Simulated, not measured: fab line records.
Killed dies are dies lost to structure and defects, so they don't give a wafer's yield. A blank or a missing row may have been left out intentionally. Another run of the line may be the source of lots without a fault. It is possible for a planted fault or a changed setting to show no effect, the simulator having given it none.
fab line records	flow nand-harc
record lots=12	wafers=33	last-day=26
route steps=1159 shown P_BONDPAD@352 END@1159
lots untouched by any fault: they come from a run of this same line in which no faults occurred
start-h: hours from the record's first day to the start of the lot's first wafer shown	wait-h: time in hours since the lot's previous step	" the same as in the row above	L1.1+2: a row that stands for several wafers	- either no value or no given start	* or withheld: withheld	< > ~ a bound
route shown NAME@n: names a module that has steps shown in the file, with the first one's number in the route	usual: mean/standard deviation taken from wafers without a fault	same: alike in all rows	chamber/n: place in a boat	sites: readings site by site	_std_site: how widely they spread, as a standard deviation	_edge_site: outer sites' mean less inner sites'	radius-mm: for every site, how far away it sits from the centre of the wafer	mask NAME#n: copy n	behind: the most recent tool/chamber to have shaped the wafer	hold: what put the lot on hold/how long, in hours/how the hold closed	device: the transistor (n, p or np) that didn't switch	end of line: the route-end tests of the same wafers	where a step has no rows: the recipe by itself	killed: count of dies lost to structure and defects at first sort (not the wafer's yield)	map: a wafer's dies, marking killed ones x, the rest . and places with no die _
set.NAME: the setting as run; set.NAME@STEP: as run at that earlier step	model.NAME: the simulator's own value behind a step, which no gauge read
a sample of lots followed through the steps of the route, with each step as a table and each wafer as a row
services: a tool's chamber out of use, with start hour (start-h, from the record's first day; less than 0 if before it), hours out, and reason
## steps
# step NHARC_P_BONDPAD_CMP_32
# recipe target-thk-nm=200	material=SiCN
# usual motor-current-A=12.0/0.83	slurry-filter-dp-kPa=13.49/0.15
lot.wafer	tool	chamber	start-h	wait-h	motor-current-A	slurry-filter-dp-kPa
L439.3	cmp-01	1	141.10	-	11.8	13.52
L439.1	"	3	"	"	11.5	13.50
L439.2	"	0	"	"	12.9	13.41
L440.4	cmp-04	1	152.70	-	12.6	13.55
L440.6	"	1	"	"	13.4	13.63
L441.4	cmp-01	0	156.56	-	12.7	13.53
L441.1	"	1	"	"	11.8	13.35
L441.2	"	2	"	"	13.5	13.26
L442.4	cmp-04	1	169.05	-	12.2	13.54
L442.2	"	3	"	"	12.0	13.41
L443.4	cmp-01	1	175.10	-	11.5	13.52
L443.6	"	3	"	"	11.3	13.40
L452.3	cmp-01	3	227.44	-	11.3	13.52
L452.4	"	2	"	"	13.0	13.12
L452.5	"	0	"	"	12.5	13.50
L453.1	cmp-03	0	231.67	-	9.7	13.25
L453.2	"	1	"	"	12.3	13.64
L453.5	"	3	"	"	12.0	13.83
L454.1	cmp-04	2	234.71	-	10.9	13.38
L454.5	"	3	"	"	12.2	13.46
L454.6	"	0	"	"	12.4	13.75
L455.1	cmp-03	2	237.75	-	12.9	13.79
L455.3	"	0	"	"	10.7	13.63
L455.5	"	1	"	"	12.0	13.58
L457.1	cmp-04	1	249.01	-	12.4	13.64
L457.2	"	2	"	"	10.5	13.55
L457.5	"	1	"	"	12.1	13.71
L458.1	cmp-01	3	256.73	-	11.3	13.48
L458.3	"	0	"	"	13.3	13.48
L458.2	"	1	"	"	11.2	13.72
L459.2	cmp-04	3	265.87	-	12.0	13.52
L459.3	"	0	"	"	12.4	13.40
L459.6	"	3	"	"	11.7	13.68
# step NHARC_P_BONDPAD_ETCH_12
# recipe target-depth-a=2000	time-s=100	chf3-flow-sccm=50	o2-flow-sccm=10	ar-flow-sccm=200	rf-w=500	bias-w=200	chemistry=CHF3/O2
# usual drypump-motor-current-A=5.9/0.43	o2-flow-sccm=10.001/0.028	oes-product-au=0.945/0.025	rf-fwd-power-W=496.4/1.6	rf-vpp-V=369.7/1.8	showerhead-plenum-p-Torr=2.36/0.075	throttle-valve-pct=20.571/0.0092
# same time-s=100
lot.wafer	tool	chamber	start-h	wait-h	drypump-motor-current-A	o2-flow-sccm	oes-product-au	rf-fwd-power-W	rf-hours-counter-h	rf-vpp-V	showerhead-plenum-p-Torr	throttle-valve-pct
L439.1	rie-diel-07	3	-	-	6.3	9.992	0.920	496.6	8	368.3	2.35	20.567
L439.2	"	0	"	"	5.8	10.007	0.923	496.7	8	370.3	2.36	20.576
L439.3	"	1	"	"	5.8	9.985	0.930	497.5	9	367.7	2.24	20.558
L440.4	rie-diel-07	2	-	-	6.2	10.027	0.967	497.7	-	369.7	2.33	20.554
L440.6	"	3	"	"	6.2	10.058	0.968	494.7	-	369.0	2.35	20.566
L441.4	rie-diel-09	2	-	-	5.7	9.958	0.908	492.2	25	372.4	2.46	20.571
L441.1	"	0	"	"	5.7	9.964	0.920	499.0	24	373.3	2.53	20.580
L441.2	"	1	"	"	5.8	9.992	0.928	497.8	25	372.0	2.49	20.572
L442.4	rie-diel-07	1	-	-	5.8	9.976	0.934	493.7	10	366.7	2.24	20.566
L442.2	"	0	"	"	5.8	10.022	0.979	495.9	11	371.1	2.36	20.575
L443.4	rie-diel-07	1	-	-	5.8	9.983	0.970	494.7	10	367.5	2.24	20.570
L443.6	"	0	"	"	5.8	10.008	0.988	498.2	-	370.4	2.36	20.562
L452.3	rie-diel-05	3	-	-	6.6	9.992	0.966	496.3	19	369.2	2.29	20.557
L452.4	"	2	"	"	5.3	9.999	0.992	497.9	21	370.8	2.44	20.575
L452.5	"	0	"	"	6.5	10.028	0.972	496.6	-	367.8	2.30	20.573
L453.2	rie-diel-05	1	-	-	5.2	10.021	0.951	495.0	25	373.7	2.47	20.586
L453.1	"	0	"	"	6.5	9.993	0.956	497.8	22	367.4	2.30	20.556
L453.5	"	1	"	"	5.2	9.979	0.959	494.3	-	372.5	2.47	20.585
L454.1	rie-diel-05	2	-	-	5.3	10.018	0.946	496.9	25	372.4	2.44	20.576
L454.6	"	3	"	"	6.6	10.031	0.943	496.2	-	368.1	2.29	20.570
L454.5	"	0	"	"	6.5	10.001	0.956	497.6	-	369.0	2.30	20.573
L455.3	rie-diel-07	3	-	-	6.3	9.983	0.979	495.4	0	370.4	2.34	20.567
L455.1	"	0	"	"	5.8	10.014	0.959	497.7	0	368.3	2.35	20.561
L455.5	"	3	"	"	6.3	10.004	0.975	494.5	-	369.2	2.34	20.564
L457.1	rie-diel-07	1	-	-	5.8	10.003	0.970	494.0	1	367.2	2.24	20.569
L457.2	"	0	"	"	5.8	9.960	0.972	497.6	1	370.8	2.35	20.547
L457.5	"	1	"	"	5.8	10.041	0.959	496.0	-	367.0	2.24	20.575
L458.1	rie-diel-07	0	-	-	5.8	9.975	0.927	496.4	2	370.4	2.35	20.571
L458.3	"	2	"	"	6.1	9.963	0.928	497.4	1	370.0	2.33	20.581
L458.2	"	3	"	"	6.3	9.969	0.920	496.9	2	370.2	2.34	20.564
L459.2	rie-diel-07	3	-	-	6.2	10.064	0.959	496.5	3	368.8	2.34	20.574
L459.3	"	0	"	"	5.8	10.002	0.991	497.8	3	368.2	2.35	20.575
L459.6	"	2	"	"	6.1	10.024	0.961	496.5	-	368.8	2.33	20.584
# step NHARC_P_BONDPAD_ETCH_24
# recipe target-depth-a=300	over-etch-frac=0.3	time-s=72.99	ion-energy-ev=150	cf4-flow-sccm=50	n2-flow-sccm=100	ar-flow-sccm=150	rf-w=300	bias-w=100	chemistry=CF4/N2
# usual drypump-motor-current-A=5.9/0.49	oes-product-au=1.003/0.01	rf-fwd-power-W=297.1/1	rf-vpp-V=313.4/1.6	showerhead-plenum-p-Torr=2.58/0.086	throttle-valve-pct=19.794/0.0089
# same over-etch-frac=0.3	time-s=72.99
lot.wafer	tool	chamber	start-h	wait-h	drypump-motor-current-A	oes-product-au	rf-fwd-power-W	rf-hours-counter-h	rf-vpp-V	showerhead-plenum-p-Torr	throttle-valve-pct
L439.1	rie-diel-07	2	142.54	-	6.1	1.011	297.5	9	313.0	2.55	19.800
L439.2	"	0	"	"	5.8	1.004	297.8	8	314.2	2.58	19.781
L439.3	"	1	"	"	5.8	1.005	296.2	9	311.0	2.45	19.782
L440.6	rie-diel-07	0	154.30	0.2	5.8	1.010	295.8	-	313.2	2.58	19.787
L440.4	"	2	"	"	6.1	0.859	297.9	-	312.6	2.55	19.794
L441.1	rie-diel-05	0	158.10	-	6.5	0.987	296.8	64	312.2	2.53	19.798
L441.4	"	1	"	"	5.2	0.994	296.9	59	315.9	2.71	19.793
L441.2	"	2	"	"	5.3	1.009	297.0	61	314.5	2.68	19.806
L442.2	rie-diel-07	2	170.64	-	6.1	0.847	295.9	12	313.9	2.55	19.797
L442.4	"	1	"	"	5.8	0.851	298.7	10	310.5	2.45	19.773
L443.4	rie-diel-07	2	176.60	-	6.2	0.862	297.1	13	313.0	2.55	19.799
L443.6	"	2	"	"	6.1	0.996	297.0	-	312.0	2.55	19.794
L452.4	rie-diel-05	2	229.03	-	5.3	1.019	297.2	21	315.6	2.67	19.796
L452.3	"	3	"	"	6.7	0.991	296.5	19	312.2	2.51	19.786
L452.5	"	1	"	"	5.2	1.017	295.0	-	314.5	2.70	19.795
L453.2	rie-diel-09	3	233.94	-	4.8	0.994	297.0	53	314.7	2.66	19.794
L453.1	"	2	"	"	5.7	0.990	296.0	56	314.7	2.68	19.795
L453.5	"	0	"	"	5.7	0.991	298.3	-	316.9	2.75	19.795
L454.1	rie-diel-05	3	236.45	-	6.6	0.980	297.5	22	311.9	2.51	19.793
L454.6	"	0	"	"	6.5	1.015	298.1	-	311.4	2.52	19.809
L454.5	"	1	"	"	5.2	1.008	296.8	-	314.4	2.70	19.789
L455.3	rie-diel-05	0	239.31	-	6.5	1.008	297.6	23	312.6	2.52	19.812
L455.1	"	1	"	"	5.2	1.000	297.2	27	315.8	2.70	19.781
L455.5	"	2	"	"	5.3	1.011	298.5	-	313.6	2.66	19.794
L457.2	rie-diel-07	0	250.54	0.1	5.8	1.010	296.3	1	313.9	2.57	19.772
L457.1	"	1	"	"	5.8	1.001	295.8	1	310.0	2.45	19.799
L457.5	"	1	"	"	5.8	1.000	296.3	-	311.1	2.45	19.795
L458.2	rie-diel-07	1	258.32	-	5.8	1.010	297.3	2	310.9	2.45	19.797
L458.1	"	2	"	"	6.2	0.995	296.1	1	312.0	2.55	19.789
L458.3	"	3	"	"	6.3	0.985	296.6	2	312.3	2.56	19.794
L459.3	rie-diel-07	2	267.31	-	6.1	1.009	297.3	2	312.6	2.55	19.790
L459.2	"	0	"	"	5.8	1.005	296.9	3	313.9	2.57	19.793
L459.6	"	2	"	"	6.2	1.006	297.2	-	313.7	2.55	19.778
# step NHARC_P_BONDPAD_ANNEAL_28
# recipe temp-c=225	time-s=90
# usual anneal-temp-c-max=225.9/0.41	wafer_temp_C_max=226.2/0.4
# same time-s=90
lot.wafer	tool	chamber	start-h	wait-h	anneal-temp-c-max	wafer_temp_C_max
L439.1	rtp-anneal-01	0	143.68	0.3	225.8	225.8
L439.2	"	0	"	"	225.7	226.3
L439.3	"	0	"	"	225.4	225.9
L440.4	rtp-anneal-02	0	155.58	0.4	226.0	226.9
L440.6	"	0	"	"	226.0	226.3
L441.1	rtp-anneal-02	0	159.23	0.3	226.5	226.9
L441.2	"	0	"	"	226.4	226.6
L441.4	"	0	"	"	226.5	226.6
L442.2	rtp-anneal-02	0	171.84	0.3	226.2	226.2
L442.4	"	0	"	"	226.0	226.6
L443.4	rtp-anneal-01	0	177.89	-	225.9	226.0
L443.6	"	0	"	"	225.6	225.8
L452.3	rtp-anneal-02	0	230.28	-	226.3	226.6
L452.4	"	0	"	"	226.0	226.4
L452.5	"	0	"	"	226.5	226.6
L453.1	rtp-anneal-01	0	235.08	0.3	225.6	225.8
L453.2	"	0	"	"	225.5	226.4
L453.5	"	0	"	"	225.9	225.9
L454.1	rtp-anneal-01	0	237.57	-	225.8	225.9
L454.5	"	0	"	"	225.7	226.2
L454.6	"	0	"	"	225.4	225.8
L455.1	rtp-anneal-01	0	240.50	0.4	225.4	225.5
L455.3	"	0	"	"	225.4	225.6
L455.5	"	0	"	"	225.6	225.9
L457.1	rtp-anneal-02	0	251.68	-	226.2	226.4
L457.2	"	0	"	"	226.5	225.8
L457.5	"	0	"	"	226.1	226.4
L458.1	rtp-anneal-02	0	259.45	-	226.2	226.6
L458.2	"	0	"	"	226.2	226.8
L458.3	"	0	"	"	226.3	226.5
L459.2	rtp-anneal-01	0	268.49	-	225.5	225.8
L459.3	"	0	"	"	225.6	225.6
L459.6	"	0	"	"	225.4	226.4
# step NHARC_END_SORT_01
# recipe temp-c=25
# usual defect-limited-yield=95.3/1.3	killed-at-array=28/9.1	killed-at-other=0.6/0.87	killed-at-periphery=3.4/2.7	killed-dies=32/9	killed-open=3.2/1.9	killed-short=2.0/1.3	sort_bin_2_pct=1.5/0.57	sort_bin_3_pct=0.26/0.22	sort_bin_4_pct=2.9/0.91	sort-n-pass=645/9	sort-rim-yield-pct=93/3.3	sort-yield-pct=95.3/1.3
# same gross-dies=677	sort_bin_5_pct[%]=0	sort_bin_6_pct[%]=0	sort_bin_7_pct[%]=0	sort_bin_8_pct[%]=0	sort-rim-n-gross=106.00
lot.wafer	tool	chamber	start-h	wait-h	defect-limited-yield[%]	killed-at-array	killed-at-other	killed-at-periphery	killed-dies	killed-open	killed-short	sort_bin_2_pct[%]	sort_bin_3_pct[%]	sort_bin_4_pct[%]	sort-n-pass	sort-rim-yield-pct[%]	sort-yield-pct[%]
L455.1	prober-02	0	580.13	2.5	93.4	40	2	3	45	5	0	2.7	0.44	3.5	632	85	93.4
L455.3	prober-02	0	581.75	3.1	91.4	54	0	4	58	5	2	2.7	0.44	5.5	619	92	91.4
L455.5	prober-02	0	583.36	3.7	92.9	44	0	4	48	0	3	3.5	0.15	3.4	629	85	92.9
L453.1	prober-02	0	587.97	2.5	94.4	33	1	4	38	5	4	1.8	0.30	3.5	639	95	94.4
L453.2	prober-02	0	588.77	2.8	95.0	29	0	5	34	2	3	1.5	0	3.5	643	96	95.0
L453.5	prober-02	0	591.16	3.7	96.5	20	0	4	24	2	4	2.1	0.15	1.3	653	95	96.5
# killed by level:class
L455.1 A_CHANNEL_HOLE_D1:chamber-film-flake=12 A_SLIT:chamber-film-flake=11 A_STAIRCASE:chamber-film-flake=8 A_CONTACT:chamber-film-flake=6 STARTING-WAFER:geometric-particle:open=2 P_GATE:geometric-particle:open=1 A_CONTACT:geometric-particle:open=1 A_BLC:geometric-particle:open=1
L455.3 A_CHANNEL_HOLE_D1:chamber-film-flake=17 A_SLIT:chamber-film-flake=16 A_STAIRCASE:chamber-film-flake=6 A_CONTACT:chamber-film-flake=5 A_ONON_D1:geometric-particle:open=3 P_BONDPAD:chamber-film-flake=3 A_CHANNEL_FILL_D1:geometric-particle:short=2 A_WL_FILL:geometric-particle:open=1
L455.5 A_SLIT:chamber-film-flake=17 A_CHANNEL_HOLE_D1:chamber-film-flake=11 A_STAIRCASE:chamber-film-flake=7 A_CONTACT:chamber-film-flake=4 P_GATE:chamber-film-flake=2 A_CHANNEL_FILL_D1:chamber-film-flake=2 P_M0:geometric-particle:short=1 A_ONON_D1:geometric-particle:short=1
L453.1 A_SLIT:chamber-film-flake=17 A_CHANNEL_HOLE_D1:chamber-film-flake=8 A_SGD_CUT:geometric-particle:short=2 A_CONTACT:geometric-particle:open=2 P_STI:chamber-film-flake=2 P_GATE:geometric-particle:open=1 P_M1:geometric-particle:open=1 A_CHANNEL_FILL_D1:geometric-particle:short=1
L453.2 A_SLIT:chamber-film-flake=16 A_CHANNEL_HOLE_D1:chamber-film-flake=6 A_WL_FILL:geometric-particle:short=2 P_CONTACT:chamber-film-flake=2 A_CONTACT:chamber-film-flake=2 P_M1:geometric-particle:short=1 A_CONTACT:geometric-particle:open=1 A_M0:geometric-particle:open=1
L453.5 A_SLIT:chamber-film-flake=12 A_WL_FILL:geometric-particle:short=3 P_M1:chamber-film-flake=3 P_CONTACT:geometric-particle:open=1 A_CHANNEL_HOLE_D1:geometric-particle:short=1 A_BLC:geometric-particle:open=1 A_CHANNEL_HOLE_D1:chamber-film-flake=1 A_STAIRCASE:chamber-film-flake=1
## services
tool	chamber	start-h	hours	kind
cmp-04	-	130.01	5.3	repair
cmp-01	-	131.74	0.9	repair
cmp-03	-	133.03	1.4	repair
rie-diel-07	0	133.70	-	clean
rie-diel-07	1	133.70	-	clean
rie-diel-07	2	133.70	-	clean
rie-diel-05	3	137.49	9.1	repair
rie-diel-07	1	151.37	16.3	repair
cmp-03	-	156.08	4.0	pm
cmp-01	-	163.13	1.7	repair
rie-diel-05	-	163.60	9.0	pm
rie-diel-05	2	178.34	2.3	repair
rie-diel-09	3	178.49	5.0	repair
cmp-01	-	179.50	4.0	pm
cmp-04	-	188.24	2.3	repair
cmp-01	-	193.37	1.4	repair
cmp-04	-	203.01	4.0	pm
cmp-01	-	215.43	0.3	repair
cmp-03	-	221.52	0.7	repair
rie-diel-07	-	228.23	9.0	pm
cmp-03	-	247.11	12.9	repair
rie-diel-07	2	247.84	8.5	repair
rie-diel-09	-	254.22	9.0	pm
cmp-04	-	256.81	2.7	repair
## key
first-sign step=NHARC_P_BONDPAD_ETCH_24	reading=oes-product-au	direction=down	sigmas=15	usual=1.003	struck=0.855
effect none on later readings
met-at NHARC_P_BONDPAD_ETCH_24
struck-lots L440,L442,L443
struck-wafers L440.4,L442.2,L442.4,L443.4
not-acting-at NHARC_P_BONDPAD_CMP_32,NHARC_P_BONDPAD_ETCH_12,NHARC_P_BONDPAD_ANNEAL_28
onset-between 142.54 154.30
fault kind=process-parameter-drift	tool=rie-diel-07	chamber=-	onset-h=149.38	steps=NHARC_P_BONDPAD_ETCH_24	channel=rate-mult	offset=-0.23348	shape=step	end-h=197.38	scope=struck-wafers-only
